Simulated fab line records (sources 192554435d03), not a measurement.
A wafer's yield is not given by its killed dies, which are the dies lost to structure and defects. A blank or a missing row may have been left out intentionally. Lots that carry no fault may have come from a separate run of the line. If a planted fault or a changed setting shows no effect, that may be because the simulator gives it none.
Which of the tools did it? ; flow n5_finfet ; Sampling: 9 lots, 26 wafers, 3 of 1938 route steps

## WHAT EACH GAUGE READ, for each wafer
N5_BEOL_M4_RC_MEAS_101. Usual: DIBL_N 36.4 mV/V, standard deviation 1.6; DIBL_P 36.2 mV/V, standard deviation 1.8; IOFF_N 0.159 nA/um, standard deviation 0.029; IOFF_P 0.21 nA/um, standard deviation 0.034; ION_N 670 uA/um, standard deviation 12; ION_P 459 uA/um, standard deviation 8.2; SS_N 71.5 mV/dec, standard deviation 0.59; SS_P 73.2 mV/dec, standard deviation 0.54; VT_N 250 mV, standard deviation 3.3; VT_P -250 mV, standard deviation 3.7.
lot;measured;on;DIBL_N (mV/V);DIBL_P (mV/V);IOFF_N (nA/um);IOFF_P (nA/um);ION_N (uA/um);ION_P (uA/um);SS_N (mV/dec);SS_P (mV/dec);VT_N (mV);VT_P (mV);flag
L223;day 8 17:43;prober-02;34.2 34.8 36.8;33.1 34.2 35.6;0.127 0.133 0.163;0.17 0.19 0.21;658 660 668;450 454 462;71.2 70.8 72.0;73.0 73.5 72.5;253 252 252;-252 -252 -250;
L224;day 9 12:06;prober-02;34.8 37.0 36.3;33.3 35.7 34.5;0.133 0.170 0.144;0.20 0.24 0.22;674 685 658;465 464 459;70.2 71.5 71.6;73.3 72.6 73.3;252 248 252;-249 -247 -247;
L225;day 9 17:08;prober-02;38.1 37.9;36.5 36.4;0.204 0.209;0.25 0.25;697 691;472 466;72.2 72.2;73.0 73.7;248 244;-247 -244;
L230;day 11 16:36;prober-01;35.4 34.2 36.1;35.6 34.4 38.2;0.146 0.130 0.167;0.17 0.15 0.20;671 657 672;458 442 455;71.8 72.3 72.0;72.9 72.1 73.4;250 255 249;-255 -256 -251;
L236;day 11 18:23;prober-02;35.5 35.2 36.1;35.8 35.1 32.9;0.130 0.126 0.127;0.20 0.18 0.15;656 668 643;452 461 445;71.0 70.8 72.0;73.0 72.8 72.8;253 254 256;-251 -252 -255;
L238;day 13 00:02;prober-01;32.9 34.7 33.8;34.3 34.9 33.9;0.119 0.137 0.137;0.18 0.19 0.18;657 665 670;457 458 464;70.4 70.4 70.4;72.8 73.4 73.3;251 253 250;-251 -250 -250;
L239;day 13 05:35;prober-01;36.0 34.9 36.2;35.5 33.7 38.1;0.161 0.129 0.158;0.20 0.17 0.23;663 654 675;454 449 464;71.7 71.8 72.1;72.9 72.5 73.4;253 257 253;-254 -254 -251;
L242;day 13 16:05;prober-02;39.1 38.5 39.0;37.3 36.3 38.0;0.199 0.188 0.196;0.22 0.21 0.25;683 695 679;460 470 462;71.9 71.4 71.4;73.5 73.1 73.4;247 245 245;-250 -250 -246;
L244;day 14 19:29;prober-01;36.1 37.3 33.1;37.1 39.1 34.9;0.157 0.196 0.117;0.22 0.26 0.19;657 689 652;458 472 460;71.7 71.7 70.8;73.4 73.6 72.5;253 247 253;-250 -248 -250;

N5_PASSIVATION_OVL_MEAS_66. Usual: PASS_OPEN_OVL gives -4 nm (standard deviation 4.9).
lot;measured;on;PASS_OPEN_OVL (nm);flag
L223;day 13 08:25;overlay-02;-10 -5 -2;
L224;day 14 00:57;overlay-01;-4 -5 4;
L225;day 14 01:56;overlay-02;3;
L230;day 15 17:23;overlay-02;0 -6;
L236;day 15 21:08;overlay-01;-2 -1 -7;
L238;day 17 09:31;overlay-01;-9 2 -10;
L239;day 17 09:34;overlay-02;-3 -2 -2;
L242;day 17 19:11;overlay-02;-2 -2 -3;
L244;day 18 21:14;overlay-01;3 -3 -9;

## EACH LOT AND THE TOOL THAT RAN IT (in order: tool; ch and the chambers of the sampled wafers; start)
lot;N5_MIM_TOP_ETCH_PECVD_03
L223;pecvd-04 ch 1,2, day 13 00:58
L224;pecvd-02 ch 0,1,2, day 13 17:38
L225;pecvd-02 ch 1,2, day 13 18:16
L230;pecvd-02 ch 0,1,2, day 15 11:42
L236;pecvd-03 ch 0,2, day 15 15:22
L238;pecvd-03 ch 0,1, day 16 23:13
L239;pecvd-03 ch 0,1, day 16 23:39
L242;pecvd-03 ch 0,2, day 17 11:27
L244;pecvd-02 ch 0,1, day 18 15:05
- N5_MIM_TOP_ETCH_PECVD_03: deposits SiNx from SiH4/NH3/N2, target thk 20 nm, time 17.6 s.

## AS READ BY THE TOOLS THEMSELVES (means over the sampled wafers that have a number; for cases with no such wafer, the mark the record gives instead)
N5_MIM_TOP_ETCH_PECVD_03. Usual: heater_power_w 801 W, standard deviation 95; showerhead_plenum_p_Torr 5.15 Torr, standard deviation 0.08; throttle_valve_pct 40.4 %, standard deviation 1.8.
lot;tool;heater_power_w (W);showerhead_plenum_p_Torr (Torr);throttle_valve_pct (%);flag
L223;pecvd-04;796;5.07;38.0;
L224;pecvd-02;744;5.18;40.2;
L225;pecvd-02;719;5.15;40.2;
L230;pecvd-02;751;5.17;40.1;
L236;pecvd-03;775;5.20;40.0;
L238;pecvd-03;905;5.08;42.2;
L239;pecvd-03;842;5.08;42.2;
L242;pecvd-03;789;5.22;41.7;
L244;pecvd-02;746;5.17;41.7;

## THE ANSWER, worked out from the rows above alone
Rule: a lot is off if the mean of its wafers that have a number lies more than 3 standard deviations from the usual mean. Also off: a lot with no number at a reading for which 4 or more lots have one. Where the step has rows for the other lots, those lots are counted as sound. First the gauges in route order, then the tools' own readings, where a lot's mean is used as printed above. The first step at which some lot is off is used, and at that step the reading that is off furthest; a lot without a number counts as furthest.
No lot is off on any of the readings shown, so nothing can be concluded from this.

## WHAT HAD BEEN PUT IN BY THE SIMULATOR
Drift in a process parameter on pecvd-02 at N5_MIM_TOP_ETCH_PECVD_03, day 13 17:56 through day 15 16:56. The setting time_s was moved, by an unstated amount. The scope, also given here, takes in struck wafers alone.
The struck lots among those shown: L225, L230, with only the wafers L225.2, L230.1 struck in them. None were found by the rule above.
